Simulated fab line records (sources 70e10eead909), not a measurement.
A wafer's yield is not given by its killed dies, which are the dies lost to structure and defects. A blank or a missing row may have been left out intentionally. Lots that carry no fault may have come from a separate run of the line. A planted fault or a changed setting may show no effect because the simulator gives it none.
fab line records | flow nand_harc
[record] lots = 5 wafers = 15 last_day = 23
route steps=1159 shown A_CONTACT@847
lots untouched by any fault: they come from a run of this same line in which no faults occurred
start_h: hours from the record's opening day to when the first of the lot's shown wafers began | wait_h: time in hours since the lot's previous step | " unchanged from the row above | L1.1+2: several wafers, shown together as one row | - value missing, or start not given | * or withheld: withheld | < > ~ a bound
route shown NAME@n: NAME is a module with steps in the file, n the number in the route of the first one | usual: mean/standard deviation of fault-free wafers | same: alike in all rows | chamber/n: place in a boat | sites: the reading at each site | _std_site: standard deviation of those values | _edge_site: mean of outer sites minus mean of inner sites | radius_mm: for every site, how far away it sits from the centre of the wafer | mask NAME#n: copy n | behind: tool/chamber where the wafer was last shaped | hold: cause of the lot's hold/its duration in hours/its outcome | device: names the non-switching transistor (n, p or np) | end of line: the route-end tests of the same wafers | a step without rows: its recipe alone | killed: not the wafer's yield, but the dies lost to structure and defects at the first sort | map: a wafer's dies, x killed, . not, _ none there
set.NAME: the setting the step ran with; set.NAME@STEP: the setting that earlier step ran with | model.NAME: the simulator's own value behind a step, which no gauge read
lots at selected steps of the route; one table per step, one row per wafer
services: when a tool's chamber went out of use (start_h, in hours from the record's first day, below 0 if earlier), for how many hours, and the reason
[[steps]]
[step NHARC_A_CONTACT_COAT_35]
[recipe] temp_c = 225 time_s = 65
[usual] chill_plate_temp_C = 23.00/0.097
// columns lot.wafer tool chamber start_h wait_h chill_plate_temp_C
L074.2 litho_track-04 0 - - 22.93
L074.3 " 0 " " 23.13
L074.4 " 0 " " 23.06
L079.1 litho_track-06 0 - - 22.99
L079.4 " 0 " " 22.95
L079.5 " 0 " " 23.04
L083.1 litho_track-01 0 - - 22.91
L083.3 " 0 " " 22.91
L083.4 " 0 " " 22.91
L085.1 litho_track-01 0 - - 23.11
L085.4 " 0 " " 23.05
L085.5 " 0 " " 22.99
L094.2 litho_track-04 0 - - 23.01
L094.3 " 0 " " 23.02
L094.5 " 0 " " 23.04
[step NHARC_A_CONTACT_COAT_36]
[recipe] spin_rpm = 1500 resist_thk_nm = 90
[usual] chill_plate_temp_C = 23.00/0.11 spin_speed_rpm = 1500.2/1.1
// columns lot.wafer tool chamber start_h wait_h chill_plate_temp_C spin_speed_rpm
L074.2 litho_track-04 0 - - 22.75 1497.7
L074.3 " 0 " " 22.82 1499.2
L074.4 " 0 " " 23.03 1499.2
L079.1 litho_track-06 0 - - 23.10 1500.4
L079.4 " 0 " " 23.07 1499.5
L079.5 " 0 " " 23.13 1500.5
L083.1 litho_track-01 0 - - 23.10 1500.0
L083.3 " 0 " " 22.96 1501.4
L083.4 " 0 " " 22.85 1499.8
L085.1 litho_track-01 0 - - 23.09 1497.8
L085.4 " 0 " " 23.11 1498.6
L085.5 " 0 " " 23.00 1499.5
L094.2 litho_track-04 0 - - 22.93 1500.5
L094.3 " 0 " " 23.05 1498.8
L094.5 " 0 " " 23.03 1499.1
[step NHARC_A_CONTACT_SOFTBAKE_37]
[recipe] temp_c = 105 time_s = 55
[usual] chill_plate_temp_C = 23.02/0.099
// columns lot.wafer tool chamber start_h wait_h chill_plate_temp_C
L074.2 litho_track-04 0 - - 22.84
L074.3 " 0 " " 22.95
L074.4 " 0 " " 22.94
L079.1 litho_track-06 0 - - 23.00
L079.4 " 0 " " 23.03
L079.5 " 0 " " 22.82
L083.1 litho_track-01 0 - - 23.09
L083.3 " 0 " " 23.04
L083.4 " 0 " " 23.07
L085.1 litho_track-01 0 - - 23.07
L085.4 " 0 " " 23.27
L085.5 " 0 " " 23.09
L094.2 litho_track-04 0 - - 22.93
L094.3 " 0 " " 22.94
L094.5 " 0 " " 23.10
[step NHARC_A_CONTACT_EBR_38]
[usual] chill_plate_temp_C = 22.99/0.11
// columns lot.wafer tool chamber start_h wait_h chill_plate_temp_C
L074.2 litho_track-04 0 - - 23.08
L074.3 " 0 " " 23.10
L074.4 " 0 " " 22.91
L079.1 litho_track-06 0 - - 22.87
L079.4 " 0 " " 22.79
L079.5 " 0 " " 22.84
L083.1 litho_track-01 0 - - 22.99
L083.3 " 0 " " 23.02
L083.4 " 0 " " 23.03
L085.1 litho_track-01 0 - - 23.10
L085.4 " 0 " " 22.87
L085.5 " 0 " " 22.97
L094.2 litho_track-04 0 - - 23.03
L094.3 " 0 " " 23.04
L094.5 " 0 " " 23.08
[step NHARC_A_CONTACT_EXPOSE_39]
[recipe] na = 1.35 sigma_outer = 0.8 dose_mj = 58.79 mask_id = A_CC_3
[usual] reticle_temp_C = 23.01/0.1
// columns lot.wafer tool chamber start_h wait_h mask reticle_temp_C
L074.2 arfi_scanner-02 0 371.82 - A_CC_3#0 23.09
L074.3 " 0 " " A_CC_3#0 22.97
L074.4 " 0 " " A_CC_3#0 22.89
L079.1 arfi_scanner-01 0 384.38 - A_CC_3#0 23.05
L079.4 " 0 " " A_CC_3#0 22.99
L079.5 " 0 " " A_CC_3#0 23.04
L083.1 arfi_scanner-01 0 424.12 - A_CC_3#0 22.67
L083.3 " 0 " " A_CC_3#0 22.94
L083.4 " 0 " " A_CC_3#0 23.02
L085.1 arfi_scanner-03 0 434.72 - A_CC_3#0 23.02
L085.4 " 0 " " A_CC_3#0 22.93
L085.5 " 0 " " A_CC_3#0 23.06
L094.2 arfi_scanner-02 0 468.36 - A_CC_3#0 23.02
L094.3 " 0 " " A_CC_3#0 22.98
L094.5 " 0 " " A_CC_3#0 23.09
[step NHARC_A_CONTACT_PEB_40]
[recipe] peb_temp_c = 100 peb_time_s = 65
[usual] chill_plate_temp_C = 23.01/0.11
// columns lot.wafer tool chamber start_h wait_h chill_plate_temp_C
L074.2 litho_track-01 0 371.87 0.1 22.89
L074.3 " 0 " " 22.87
L074.4 " 0 " " 22.77
L079.1 litho_track-06 0 384.44 0.1 23.13
L079.4 " 0 " " 23.07
L079.5 " 0 " " 23.00
L083.1 litho_track-04 0 424.18 0.1 23.11
L083.3 " 0 " " 22.91
L083.4 " 0 " " 22.95
L085.1 litho_track-04 0 434.78 0.1 23.03
L085.4 " 0 " " 22.91
L085.5 " 0 " " 22.99
L094.2 litho_track-01 0 468.42 0.1 23.07
L094.3 " 0 " " 22.88
L094.5 " 0 " " 23.00
[step NHARC_A_CONTACT_DEVELOP_41]
[recipe] develop_time_s = 35 dev_temp_c = 23
[usual] chill_plate_temp_C = 22.99/0.12
// columns lot.wafer tool chamber start_h wait_h chill_plate_temp_C
L074.2 litho_track-01 0 - - 23.16
L074.3 " 0 " " 23.05
L074.4 " 0 " " 22.91
L079.1 litho_track-06 0 - - 23.04
L079.4 " 0 " " 22.94
L079.5 " 0 " " 23.13
L083.1 litho_track-04 0 - - 22.95
L083.3 " 0 " " 22.96
L083.4 " 0 " " 23.04
L085.1 litho_track-04 0 - - 23.15
L085.4 " 0 " " 23.04
L085.5 " 0 " " 23.12
L094.2 litho_track-01 0 - - 22.95
L094.3 " 0 " " 23.01
L094.5 " 0 " " 23.08
[step NHARC_A_CONTACT_CD_MEAS_42]
[recipe] target_cd_nm = 200 landing_energy_ev = 500
[usual] cd_nm = 200.0/0.73
// columns lot.wafer tool chamber start_h wait_h cd_nm
L074.2 cd_sem-03 0 371.95 - 200.8
L074.3 " 0 " " 199.8
L074.4 " 0 " " 200.2
L079.1 cd_sem-03 0 384.52 - 200.9
L079.4 " 0 " " 200.4
L079.5 " 0 " " 200.0
L083.1 cd_sem-02 0 424.26 - 199.7
L083.3 " 0 " " 199.1
L083.4 " 0 " " 199.5
L085.1 cd_sem-02 0 434.86 - 200.3
L085.4 " 0 " " 199.5
L085.5 " 0 " " 199.1
L094.2 cd_sem-01 0 468.50 - 201.0
L094.3 " 0 " " 199.9
L094.5 " 0 " " 200.7
[step NHARC_A_CONTACT_OVL_MEAS_43]
[usual] overlay_x_nm = 0.1/0.82 overlay_y_nm = 0.2/0.87
// columns lot.wafer tool chamber start_h wait_h overlay_x_nm overlay_y_nm
L074.2 overlay-02 - 372.04 - 0.5 0.9
L074.3 " - " " -0.4 1.1
L074.4 " - " " -0.3 1.1
L079.1 overlay-02 - 384.61 - 0.7 1.3
L079.4 " - " " 1.0 1.2
L079.5 " - " " 1.3 0.8
L083.1 overlay-01 - 424.36 - -0.5 0.4
L083.3 " - " " -0.3 0.8
L083.4 " - " " -0.1 1.0
L085.1 overlay-02 - 434.95 - -1.2 1.0
L085.4 " - " " 0.4 0.6
L085.5 " - " " -0.4 1.6
L094.2 overlay-02 - 468.58 - 1.0 0.9
L094.3 " - " " 0.6 0.8
L094.5 " - " " 0.3 0.7
[step NHARC_A_CONTACT_INSPECT_44]
[usual] raw_defect_count = 23/9.7
// columns lot.wafer tool chamber start_h wait_h raw_defect_count
L074.2 defect_inspect-01 - 372.08 0.0 19
L074.3 " - " " 19
L074.4 " - " " 17
L079.1 defect_inspect-02 - 384.64 0.0 10
L079.4 " - " " 10
L079.5 " - " " 5
L083.1 defect_inspect-02 - 424.40 0.0 27
L083.3 " - " " 29
L083.4 " - " " 23
L085.1 defect_inspect-01 - 434.99 0.0 31
L085.4 " - " " 27
L085.5 " - " " 22
L094.2 defect_inspect-02 - 468.62 0.0 31
L094.3 " - " " 24
L094.5 " - " " 34
[step NHARC_A_CONTACT_DESCUM_47]
[recipe] time_s = 3 o2_flow_sccm = 200 ar_flow_sccm = 0 bias_power_w = 0 chemistry = O2
[usual] drypump_motor_current_A = 5.56/0.3 oes_product_au = 1.000/0.012 rf_vpp_V = 57.6/0.88 showerhead_plenum_p_Torr = 1.88/0.093 throttle_valve_pct = 11.311/0.0086
// columns lot.wafer tool chamber start_h wait_h drypump_motor_current_A oes_product_au rf_hours_counter_h rf_vpp_V showerhead_plenum_p_Torr throttle_valve_pct
L074.4 rie_diel-06 1 372.14 0.1 6.05 0.984 45 57.3 1.91 11.320
L074.3 " 2 " " 6.05 0.983 44 58.0 1.83 11.315
L074.2 " 3 " " 5.75 0.995 44 59.4 2.00 11.313
L079.4 rie_diel-11 1 384.70 0.1 5.77 1.019 2 57.0 1.86 11.319
L079.1 " 3 " " 5.12 1.000 2 58.2 1.81 11.310
L079.5 " 2 " " 5.20 1.001 - 58.5 1.88 11.326
L083.3 rie_diel-05 3 424.48 0.1 5.39 1.030 26 58.8 2.05 11.304
L083.1 " 0 " " 5.61 0.996 26 56.5 1.80 11.315
L083.4 " 1 " " 5.42 0.986 24 58.1 1.87 11.297
L085.4 rie_diel-11 0 435.05 0.1 5.61 1.008 12 57.7 1.77 11.333
L085.1 " 2 " " 5.22 1.012 11 57.6 1.88 11.303
L085.5 " 0 " " 5.58 1.004 - 58.2 1.77 11.310
L094.3 rie_diel-06 1 468.69 0.1 6.10 0.988 21 57.5 1.90 11.314
L094.2 " 3 " " 5.74 0.982 1 57.9 1.99 11.318
L094.5 " 0 " " 5.43 1.006 - 57.0 2.07 11.291
[step NHARC_A_CONTACT_ETCH_48]
[recipe] target_depth_a = 390 over_etch_frac = 0.3 time_s = 65 ion_energy_ev = 80 cf4_flow_sccm = 150 ar_flow_sccm = 0 rf_w = 300 bias_w = 100 chemistry = CF4
[usual] drypump_motor_current_A = 5.6/0.3 oes_product_au = 0.999/0.012 rf_vpp_V = 150.9/1.3 showerhead_plenum_p_Torr = 1.74/0.08 throttle_valve_pct = 13.284/0.0091
// columns lot.wafer tool chamber start_h wait_h drypump_motor_current_A oes_product_au rf_hours_counter_h rf_vpp_V showerhead_plenum_p_Torr throttle_valve_pct
L074.4 rie_diel-06 2 372.28 0.1 6.1 0.987 45 150.7 1.69 13.292
L074.3 " 3 " " 5.7 0.977 44 151.5 1.84 13.283
L074.2 " 1 " " 6.1 0.997 45 151.4 1.76 13.277
L079.4 rie_diel-11 1 384.79 0.1 5.8 1.004 2 151.4 1.72 13.287
L079.1 " 3 " " 5.1 1.004 2 148.9 1.68 13.270
L079.5 " 1 " " 5.8 1.008 - 149.8 1.72 13.276
L083.1 rie_diel-05 3 424.70 0.2 5.4 1.017 26 151.1 1.88 13.285
L083.3 " 1 " " 5.4 0.989 24 149.8 1.73 13.279
L083.4 " 2 " " 5.7 1.004 25 153.1 1.85 13.279
L085.1 rie_diel-11 2 435.20 0.1 5.2 1.006 11 150.5 1.74 13.293
L085.4 " 1 " " 5.8 0.995 10 150.4 1.72 13.292
L085.5 " 2 " " 5.2 1.011 - 151.5 1.74 13.289
L094.3 rie_diel-06 1 468.78 0.1 6.1 0.978 21 150.4 1.75 13.293
L094.2 " 0 " " 5.4 0.996 21 154.0 1.90 13.288
L094.5 " 1 " " 6.1 0.983 - 151.1 1.75 13.287
[step NHARC_A_CONTACT_ETCH_49]
[recipe] target_depth_a = 2600 over_etch_frac = 0.3 time_s = 475.3 ion_energy_ev = 200 n2_flow_sccm = 150 h2_flow_sccm = 150 ar_flow_sccm = 0 rf_w = 400 bias_w = 150 chemistry = N2/H2
[usual] drypump_motor_current_A = 5.6/0.31 h2_flow_sccm = 150.1/0.45 oes_product_au = 1.001/0.013 rf_vpp_V = 429.6/2.9 showerhead_plenum_p_Torr = 2.01/0.1 throttle_valve_pct = 14.173/0.0097
// columns lot.wafer tool chamber start_h wait_h drypump_motor_current_A h2_flow_sccm oes_product_au rf_hours_counter_h rf_vpp_V showerhead_plenum_p_Torr throttle_valve_pct
L074.2 rie_diel-06 1 - - 6.1 150.0 0.991 45 430.2 2.03 14.189
L074.4 " 3 " " 5.8 149.8 0.973 44 433.6 2.13 14.169
L074.3 " 0 " " 5.4 149.2 0.990 45 427.0 1.88 14.176
L079.4 rie_diel-11 3 - - 5.1 150.0 1.004 2 427.6 1.93 14.197
L079.1 " 0 " " 5.6 150.1 1.016 2 425.0 1.88 14.167
L079.5 " 3 " " 5.1 149.5 0.996 - 426.8 1.93 14.186
L083.4 rie_diel-05 0 - - 5.6 150.2 0.998 26 426.0 1.92 14.156
L083.3 " 1 " " 5.4 150.6 0.993 24 428.6 1.99 14.175
L083.1 " 2 " " 5.7 149.4 1.014 25 433.4 2.14 14.177
L085.1 rie_diel-11 2 - - 5.2 150.0 0.996 11 429.6 2.00 14.188
L085.4 " 3 " " 5.1 150.2 0.996 11 427.4 1.92 14.161
L085.5 " 1 " " 5.8 151.1 0.988 - 428.6 1.98 14.182
L094.3 rie_diel-06 3 - - 5.8 150.7 0.970 1 432.7 2.13 14.186
L094.2 " 1 " " 6.1 150.5 0.985 21 430.8 2.02 14.168
L094.5 " 1 " " 6.1 149.9 0.985 - 430.8 2.02 14.193
[step NHARC_A_CONTACT_ETCH_50]
[recipe] target_depth_a = 847 time_s = 42.4 cf4_flow_sccm = 100 chf3_flow_sccm = 30 ar_flow_sccm = 0 rf_w = 500 bias_w = 200 chemistry = CF4/CHF3
[usual] drypump_motor_current_A = 5.6/0.3 oes_product_au = 0.950/0.025 rf_vpp_V = 369.7/2.5 showerhead_plenum_p_Torr = 1.55/0.073 throttle_valve_pct = 16.803/0.0087
// columns lot.wafer tool chamber start_h wait_h drypump_motor_current_A oes_product_au rf_hours_counter_h rf_vpp_V showerhead_plenum_p_Torr throttle_valve_pct
L074.3 rie_diel-06 0 - - 5.4 0.930 45 366.4 1.46 16.813
L074.2 " 1 " " 6.1 0.917 46 370.0 1.57 16.823
L074.4 " 2 " " 6.1 0.913 45 368.0 1.51 16.800
L079.1 rie_diel-11 2 - - 5.2 0.964 2 369.3 1.55 16.802
L079.4 " 0 " " 5.6 0.991 2 368.2 1.46 16.808
L079.5 " 1 " " 5.8 0.962 - 368.9 1.53 16.795
L083.3 rie_diel-05 1 - - 5.4 0.918 24 369.5 1.54 16.796
L083.4 " 3 " " 5.4 0.949 27 372.6 1.68 16.806
L083.1 " 0 " " 5.6 0.922 26 368.6 1.49 16.817
L085.1 rie_diel-11 1 - - 5.8 0.945 11 369.1 1.53 16.814
L085.4 " 3 " " 5.1 0.962 11 366.9 1.49 16.788
L085.5 " 1 " " 5.8 0.952 - 368.2 1.53 16.805
L094.2 rie_diel-06 3 - - 5.7 0.931 1 372.3 1.63 16.806
L094.3 " 1 " " 6.1 0.937 21 369.9 1.56 16.808
L094.5 " 3 " " 5.7 0.921 - 372.5 1.63 16.806
[step NHARC_A_CONTACT_ETCH_51]
[recipe] target_depth_a = 36000 over_etch_frac = 0.3 time_s = 936 ion_energy_ev = 150 o2_flow_sccm = 400 cos_flow_sccm = 20 ar_flow_sccm = 0 rf_w = 500 bias_w = 300 chemistry = O2/COS
[usual] drypump_motor_current_A = 5.58/0.29 oes_product_au = 1.001/0.011 rf_vpp_V = 313.4/2.3 showerhead_plenum_p_Torr = 3.07/0.15 throttle_valve_pct = 28.330/0.0097
// columns lot.wafer tool chamber start_h wait_h drypump_motor_current_A oes_product_au rf_hours_counter_h rf_vpp_V showerhead_plenum_p_Torr throttle_valve_pct
L074.2 rie_diel-06 0 - - 5.39 1.000 45 312.0 2.90 28.316
L074.3 " 2 " " 6.04 0.998 45 312.5 2.99 28.332
L074.4 " 3 " " 5.78 0.977 45 316.0 3.25 28.331
L079.1 rie_diel-11 1 - - 5.79 1.003 3 312.9 3.04 28.331
L079.4 " 3 " " 5.12 0.997 2 313.0 2.96 28.333
L079.5 " 1 " " 5.79 1.004 - 313.5 3.04 28.341
L083.1 rie_diel-05 2 - - 5.74 1.008 25 315.8 3.26 28.327
L083.3 " 3 " " 5.39 1.027 27 316.4 3.33 28.330
L083.4 " 1 " " 5.43 1.000 25 313.5 3.06 28.313
L085.1 rie_diel-11 1 - - 5.78 0.999 11 312.6 3.03 28.334
L085.4 " 3 " " 5.13 1.010 12 312.7 2.96 28.335
L085.5 " 1 " " 5.78 0.990 - 311.6 3.03 28.334
L094.2 rie_diel-06 1 - - 6.10 0.985 21 314.9 3.09 28.344
L094.3 " 0 " " 5.40 1.005 21 317.7 3.36 28.319
L094.5 " 3 " " 5.72 0.975 - 315.1 3.24 28.331
[step NHARC_A_CONTACT_ETCH_111]
[recipe] source_w = withheld pressure_mtorr = 20 bias_v = withheld time_s = 140 target_depth_a = 7000 ar_flow_sccm = withheld c4f8_flow_sccm = withheld o2_flow_sccm = withheld chemistry = C4F8/O2/Ar
// columns lot.wafer tool chamber start_h wait_h rf_hours_counter_h
L074.2 har_cap_etch-03 0 373.91 - 81
L074.3 " 0 " " -
L074.4 " 1 " " -
L079.1 har_cap_etch-03 0 386.00 - 84
L079.4 " 0 " " -
L079.5 " 1 " " -
L083.1 har_cap_etch-01 0 426.07 - 67
L083.4 " 1 " " -
L083.3 " 0 " " -
L085.1 har_cap_etch-03 1 436.41 - 93
L085.4 " 1 " " -
L085.5 " 1 " " -
L094.2 har_cap_etch-03 1 470.27 - 99
L094.3 " 1 " " -
L094.5 " 1 " " -
[step NHARC_A_CONTACT_ETCH_112]
[recipe] source_w = withheld pressure_mtorr = 20 bias_v = 3000 time_s = 94 target_depth_a = 9220 ar_flow_sccm = withheld c4f8_flow_sccm = withheld o2_flow_sccm = withheld chemistry = C4F8/O2/Ar
// columns lot.wafer tool chamber start_h wait_h rf_hours_counter_h
L074.2 har_cap_etch-03 0 374.11 0.2 81
L074.3 " 0 " " -
L074.4 " 1 " " -
L079.1 har_cap_etch-03 0 386.18 0.2 85
L079.4 " 0 " " -
L079.5 " 1 " " -
L083.1 har_cap_etch-01 0 426.25 0.1 67
L083.4 " 1 " " -
L083.3 " 0 " " -
L085.1 har_cap_etch-03 1 436.61 0.2 93
L085.4 " 1 " " -
L085.5 " 1 " " -
L094.2 har_cap_etch-03 1 470.45 0.1 100
L094.3 " 1 " " -
L094.5 " 1 " " -
[[services]]
// columns tool chamber start_h hours kind
rie_diel-06 0 348.30 - clean
rie_diel-06 1 348.30 - clean
rie_diel-06 2 348.30 - clean
rie_diel-06 3 348.30 - clean
rie_diel-05 - 348.55 9.0 pm
har_cap_etch-01 - 363.27 0.3 repair
rie_diel-11 - 366.50 9.0 pm
rie_diel-11 0 366.50 9.0 vent_cycle
rie_diel-11 1 366.50 9.0 vent_cycle
rie_diel-11 2 366.50 9.0 vent_cycle
rie_diel-11 3 366.50 9.0 vent_cycle
arfi_scanner-01 - 368.00 4.0 pm
rie_diel-11 2 389.44 2.3 repair
rie_diel-11 1 391.74 9.9 repair
rie_diel-06 1 401.58 7.4 repair
arfi_scanner-01 - 416.49 1.0 repair
rie_diel-06 - 418.21 9.0 pm
arfi_scanner-01 - 424.56 4.3 repair
arfi_scanner-02 - 428.00 4.0 pm
litho_track-01 - 443.00 7.0 pm
arfi_scanner-01 - 460.47 8.4 repair
rie_diel-06 2 465.01 7.0 repair
litho_track-06 - 467.00 7.0 pm
rie_diel-11 0 469.31 12.6 repair
[[key]]
fault none
